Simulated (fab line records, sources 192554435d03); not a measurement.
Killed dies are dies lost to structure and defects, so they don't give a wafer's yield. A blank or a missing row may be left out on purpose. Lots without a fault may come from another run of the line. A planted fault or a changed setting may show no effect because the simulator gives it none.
Split-lot experiment | flow n5_finfet | 7 lots, 21 wafers read, on a route of 1938 steps

THE SPLIT
At N5_BEOL_M4_COAT_67 (time 60 s, resist thk 60 nm), the setting spin_rpm was moved away from the recipe's 1500 rpm on 10 of the 21 wafers read, by -9.1% to +8.8%. The other wafers ran this setting at the recipe's value.

FROM THE SPLIT TO THE READING: what the file shows between them, 7 steps
- N5_BEOL_M4_COAT_68: time 60 s, resist thk 12 nm
- N5_BEOL_M4_COAT_76: time 60 s, resist thk 5 nm
- N5_BEOL_M4_ALD_98: deposits SiO2, target thk 2.5 nm, pulse time 1 s, co reactant pulse time 1 s
- N5_BEOL_M4_ETCHBACK_99: etches SiO2 in CHF3, target depth 5 nm, time 10.4 s
- N5_BEOL_M4_ETCH_70: etches SOC in N2/H2, target depth 80 nm, overetch 24 nm, time 130 s
- N5_BEOL_M4_STRIP_71: strips in N2/H2
- N5_BEOL_M4_STRIP_78: strips in N2/H2

THE READING
SOC_of_BEOL_M4_COAT_67.thk_nm (the simulator's own value, which no gauge read), in nm, at N5_BEOL_M4_VIA_ETCH_34 (etches the open film in C4F6/O2, target depth 69.4 nm, time 65.9 s). The file gives no usual value for it. The 11 wafers here that ran the recipe average 52.0 nm, standard deviation 0.33 nm.

wafer  | tool, chamber at the split | spin_rpm as run, rpm | against the recipe | SOC_of_BEOL_M4_COAT_67.thk_nm, nm | against lot-mates on the recipe
L075.1 | litho_track-05, 0          | 1364                 | -9.1%              | 54.2                              | +2.4
L075.3 | litho_track-05, 0          | 1500                 | recipe             | 51.8                              | -
L075.6 | litho_track-05, 0          | 1364                 | -9.1%              | 54.4                              | +2.6
L080.2 | litho_track-02, 0          | 1412                 | -5.9%              | 54.4                              | +1.8
L080.3 | litho_track-02, 0          | 1412                 | -5.9%              | 53.8                              | +1.2
L080.5 | litho_track-02, 0          | 1500                 | recipe             | 52.6                              | -
L085.3 | litho_track-05, 0          | 1500                 | recipe             | 52                                | -
L085.5 | litho_track-05, 0          | 1500                 | recipe             | 51.8                              | -
L085.6 | litho_track-05, 0          | 1500                 | recipe             | 51.6                              | -
L084.1 | litho_track-03, 0          | 1500                 | recipe             | 52.4                              | -
L084.5 | litho_track-03, 0          | 1500                 | recipe             | 52                                | -
L084.6 | litho_track-03, 0          | 1500                 | recipe             | 52.2                              | -
L089.2 | litho_track-05, 0          | 1632                 | +8.8%              | 49.6                              | -2.0
L089.5 | litho_track-05, 0          | 1500                 | recipe             | 51.4                              | -
L089.6 | litho_track-05, 0          | 1500                 | recipe             | 51.8                              | -
L094.1 | litho_track-05, 0          | 1610                 | +7.3%              | 49.6                              | no lot-mate on the recipe
L094.2 | litho_track-05, 0          | 1610                 | +7.3%              | 50                                | no lot-mate on the recipe
L094.4 | litho_track-05, 0          | 1610                 | +7.3%              | 49.4                              | no lot-mate on the recipe
L096.1 | litho_track-03, 0          | 1551                 | +3.4%              | 50.8                              | -1.2
L096.6 | litho_track-03, 0          | 1551                 | +3.4%              | 50.8                              | -1.2
L096.3 | litho_track-03, 0          | 1500                 | recipe             | 52                                | -

THE FIT
A straight line over all 21 wafers: SOC_of_BEOL_M4_COAT_67.thk_nm changes by -0.296 nm for each +1% of spin_rpm; r = -0.97; the points scatter about the line by 0.35 nm.
The same after taking each lot's own level away (the mean of its wafers on the recipe; 18 wafers): -0.266 nm for each +1%; r = -0.98; scatter 0.22 nm.
On that fit, the largest move of spin_rpm shifts the reading by 2.4 nm.
The lots' own levels span 51.60 to 52.60 nm, that is 3.0 times the standard deviation above.
So the lot-to-lot level changes the slope: the two fits differ.
Check: with one of the wafers moved furthest among these (-9.1%) left out of the fit, the line predicts +2.4 nm for it against its lot-mates. It came out at +2.4 nm against them.

OTHER SPLITS ON THESE WAFERS
These wafers also went through other splits before the reading. Each is held against what the fit with the lots' levels taken away leaves over:
other split on the same wafers            | wafers away from the commonest value | r with SOC_of_BEOL_M4_COAT_67.thk_nm (lot level and that fit taken away)
N5_BEOL_M0_CUTY_DESCUM_61 time_s          | 6                                    | -0.02
N5_BEOL_M0_TRENCH_ETCH_107 target_depth_a | 7                                    | +0.02
N5_BEOL_M1_VIA_ETCH_34 bias_w             | 10                                   | -0.05
N5_BEOL_M1_TRENCH_ETCH_37 bias_w          | 6                                    | -0.08
N5_BEOL_M2_ETCH_70 bias_w                 | 4                                    | +0.12
N5_BEOL_M3_TRENCH_ETCH_37 time_s          | 5                                    | +0.40
N5_BEOL_M4_ETCH_64 bias_w                 | 10                                   | -0.05

THE WHOLE CHAIN: every reading that the file lists as answering this split, in the file's order
step                   | what it does                                                        | reading                                                                        | change (the file's fit)               | r (the file's)
N5_BEOL_M4_COAT_67     | time 60 s, resist thk 60 nm                                         | SOC_of_BEOL_M4_COAT_67.thk_nm (the simulator's own value, which no gauge read) | -0.286 nm for each +1% of the setting | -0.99
N5_BEOL_M4_ETCH_70     | etches SOC in N2/H2, target depth 80 nm, overetch 24 nm, time 130 s | etch.depth_nm (the simulator's own value, which no gauge read)                 | -0.288 nm for each +1% of the setting | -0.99
N5_BEOL_M4_VIA_ETCH_34 | etches the open film in C4F6/O2, target depth 69.4 nm, time 65.9 s  | SOC_of_BEOL_M4_COAT_67.thk_nm (the simulator's own value, which no gauge read) | -0.258 nm for each +1% of the setting | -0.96

THE FILE'S OWN FIT
SOC_of_BEOL_M4_COAT_67.thk_nm changes by -0.258 nm for each +1% of spin_rpm, r = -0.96.
